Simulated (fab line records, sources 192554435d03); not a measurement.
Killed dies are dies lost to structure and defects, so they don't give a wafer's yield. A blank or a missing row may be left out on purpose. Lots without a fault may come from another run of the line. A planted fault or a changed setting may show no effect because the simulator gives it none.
Split-lot experiment | flow n5_finfet | 7 lots, 39 wafers read, on a route of 1938 steps

THE SPLIT
At N5_BEOL_M7_VIA_ETCH_34 (etches SiCOH lowk in C4F6/O2, target depth 125.5 nm, time 50.5 s), the setting time_s was moved away from the recipe's 50.5 s on 15 of the 39 wafers read, by -54.8% to +50.3%. The other wafers ran this setting at the recipe's value.

The reading is taken at the split's own step.

THE READING
BEOL_M7.cd_nm (the simulator's own value, which no gauge read), in nm, at N5_BEOL_M7_VIA_ETCH_34 (etches SiCOH lowk in C4F6/O2, target depth 125.5 nm, time 50.5 s). The file gives no usual value for it. The 24 wafers here that ran the recipe average 40.1 nm, standard deviation 0.23 nm.

wafer  | tool, chamber at the split | time_s as run, s | against the recipe | BEOL_M7.cd_nm, nm | against lot-mates on the recipe
L074.1 | rie_diel-01, 2             | 50.5             | recipe             | 40.2              | -
L074.2 | rie_diel-01, 1             | 50.5             | recipe             | 40.2              | -
L074.3 | rie_diel-01, 0             | 50.5             | recipe             | 40.2              | -
L074.4 | rie_diel-01, 2,0           | 50.5             | recipe             | 40.2              | -
L074.6 | rie_diel-01, 2,0           | 50.5             | recipe             | 40.2              | -
L074.5 | rie_diel-01, 1             | 50.5             | recipe             | 40.4              | -
L080.1 | rie_diel-05, 0             | 50.5             | recipe             | 40.2              | -
L080.4 | rie_diel-05, 2             | 50.5             | recipe             | 39.8              | -
L080.6 | rie_diel-05, 0             | 50.5             | recipe             | 40.4              | -
L087.1 | rie_diel-01, 3             | 35.82            | -29.1%             | 40                | -0.3
L087.2 | rie_diel-01, 1             | 50.5             | recipe             | 40.4              | -
L087.3 | rie_diel-01, 2             | 50.5             | recipe             | 40.2              | -
L087.4 | rie_diel-01, 0             | 35.82            | -29.1%             | 40.2              | -0.1
L087.5 | rie_diel-01, 0             | 50.5             | recipe             | 40.2              | -
L087.6 | rie_diel-01, 1             | 35.82            | -29.1%             | 40.2              | -0.1
L088.1 | rie_diel-01, 0             | 75.88            | +50.3%             | 40.4              | +0.6
L088.2 | rie_diel-01, 1             | 50.5             | recipe             | 39.8              | -
L088.3 | rie_diel-01, 3             | 50.5             | recipe             | 39.8              | -
L088.4 | rie_diel-01, 1             | 75.88            | +50.3%             | 40.6              | +0.8
L088.5 | rie_diel-01, 0             | 75.88            | +50.3%             | 40.6              | +0.8
L088.6 | rie_diel-01, 3             | 50.5             | recipe             | 39.8              | -
L090.1 | rie_diel-03, 3             | 50.5             | recipe             | 40                | -
L090.2 | rie_diel-03, 1             | 64.95            | +28.6%             | 40.4              | +0.4
L090.3 | rie_diel-03, 2             | 64.95            | +28.6%             | 40.4              | +0.4
L090.4 | rie_diel-03, 1             | 50.5             | recipe             | 40                | -
L090.5 | rie_diel-03, 2             | 64.95            | +28.6%             | 40.4              | +0.4
L090.6 | rie_diel-03, 3             | 50.5             | recipe             | 40                | -
L095.1 | rie_diel-01, 0             | 50.5             | recipe             | 39.6              | -
L095.2 | rie_diel-01, 2             | 75.36            | +49.2%             | 40.6              | +0.7
L095.3 | rie_diel-01, 1             | 75.36            | +49.2%             | 40.4              | +0.5
L095.4 | rie_diel-01, 3             | 50.5             | recipe             | 39.8              | -
L095.5 | rie_diel-01, 1             | 50.5             | recipe             | 40.2              | -
L095.6 | rie_diel-01, 0             | 75.36            | +49.2%             | 40.4              | +0.5
L096.1 | rie_diel-01, 0             | 50.5             | recipe             | 39.8              | -
L096.2 | rie_diel-01, 3             | 22.83            | -54.8%             | 39.6              | -0.5
L096.3 | rie_diel-01, 1             | 50.5             | recipe             | 40.4              | -
L096.4 | rie_diel-01, 2             | 22.83            | -54.8%             | 39.2              | -0.9
L096.5 | rie_diel-01, 1             | 50.5             | recipe             | 40.2              | -
L096.6 | rie_diel-01, 0             | 22.83            | -54.8%             | 39.2              | -0.9
Where a row lists several chambers, the file gives one row for several wafers and doesn't say which wafer went through which chamber.

THE FIT
A straight line over all 39 wafers: BEOL_M7.cd_nm changes by +0.00937 nm for each +1% of time_s; r = +0.75; the points scatter about the line by 0.23 nm.
The same after taking each lot's own level away (the mean of its wafers on the recipe; 39 wafers): +0.013 nm for each +1%; r = +0.91; scatter 0.17 nm.
On that fit, the largest move of time_s shifts the reading by 0.71 nm.
The lots' own levels span 39.80 to 40.27 nm, that is 2.0 times the standard deviation above.
So the lot-to-lot level blurs the effect unless lot-mates are compared.
Check: with one of the wafers moved furthest among these (-54.8%) left out of the fit, the line predicts -0.721 nm for it against its lot-mates. It came out at -0.533 nm against them.

OTHER SPLITS ON THESE WAFERS
These wafers also went through other splits before the reading. Each is held against what the fit with the lots' levels taken away leaves over:
other split on the same wafers           | wafers away from the commonest value | r with BEOL_M7.cd_nm (lot level and that fit taken away)
N5_BEOL_M0_SAQP_PECVD_96 time_s          | 15                                   | +0.03
N5_BEOL_M3_TRENCH_ETCH_37 target_depth_a | 15                                   | +0.05
N5_BEOL_M7_ILD_DEP_00 time_s             | 18                                   | -0.15

THE WHOLE CHAIN: every reading that the file lists as answering this split, in the file's order
step                   | what it does                                                     | reading                                                                        | change (the file's fit)                | r (the file's)
N5_BEOL_M7_VIA_ETCH_34 | etches SiCOH lowk in C4F6/O2, target depth 125.5 nm, time 50.5 s | etch.depth_nm (the simulator's own value, which no gauge read)                 | +1.26 nm for each +1% of the setting   | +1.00
N5_BEOL_M7_VIA_ETCH_34 | etches SiCOH lowk in C4F6/O2, target depth 125.5 nm, time 50.5 s | SOC_of_BEOL_M7_COAT_63.thk_nm (the simulator's own value, which no gauge read) | -0.0617 nm for each +1% of the setting | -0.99
N5_BEOL_M7_VIA_ETCH_34 | etches SiCOH lowk in C4F6/O2, target depth 125.5 nm, time 50.5 s | BEOL_M7.cd_nm (the simulator's own value, which no gauge read)                 | +0.0131 nm for each +1% of the setting | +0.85

THE FILE'S OWN FIT
BEOL_M7.cd_nm changes by +0.0131 nm for each +1% of time_s, r = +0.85.
